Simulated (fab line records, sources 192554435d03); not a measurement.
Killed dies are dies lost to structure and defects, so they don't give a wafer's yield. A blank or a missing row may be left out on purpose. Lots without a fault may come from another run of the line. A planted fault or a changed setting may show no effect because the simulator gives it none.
Which tool did it? | flow n5_finfet | 12 lots, 36 wafers sampled, at 1 step of a route of 1938

WHAT THE GAUGES READ, wafer by wafer
N5_HKMG_FIN_THK_MEAS_70: measures by xrf.
lot  | measured    | on            | HK_THK (nm)
L075 | day 4 11:41 | film_metro-01 | 1.589 1.602 1.598
L077 | day 4 21:55 | film_metro-02 | 1.586 1.572 1.585
L079 | day 5 10:10 | film_metro-02 | 1.636 1.621 1.596
L081 | day 5 20:03 | film_metro-02 | 1.562 1.598 1.603
L083 | day 6 06:41 | film_metro-02 | 1.623 1.635 1.627
L085 | day 6 21:34 | film_metro-02 | 1.585 1.573 1.601
L087 | day 7 10:42 | film_metro-02 | 1.602 1.596 1.598
L089 | day 7 20:04 | film_metro-02 | 1.608 1.613 1.586
L091 | day 8 09:01 | film_metro-02 | 1.617 1.610 1.597
L093 | day 8 18:23 | film_metro-02 | 1.573 1.586 1.571
L095 | day 9 09:32 | film_metro-02 | 1.636 1.642 1.609
L097 | day 9 22:19 | film_metro-01 | 1.587 1.597 1.611

WHICH TOOL RAN EACH LOT (tool, then ch and the chambers of the sampled wafers, then the start)
The record holds no process step before these readings.

THE ANSWER, worked out from the rows above alone
Rule: what is usual is taken from the lots themselves. Put in order of their means at a reading, lots are off if they are a third of the lots or fewer, leave a main group of 4 or more, and stand apart from it by a gap of 3 or more times the standard deviation of the main group's means; of several such gaps the widest counts. A main group whose means are all the same, to the digits that the tables above print for the reading, isn't used. A lot without any number at a reading at which 4 lots or more have one is off too. The other lots that the step has rows for count as sound.
No lot is off at any reading shown: from this, nothing can be told.

WHAT THE SIMULATOR HAD PUT IN
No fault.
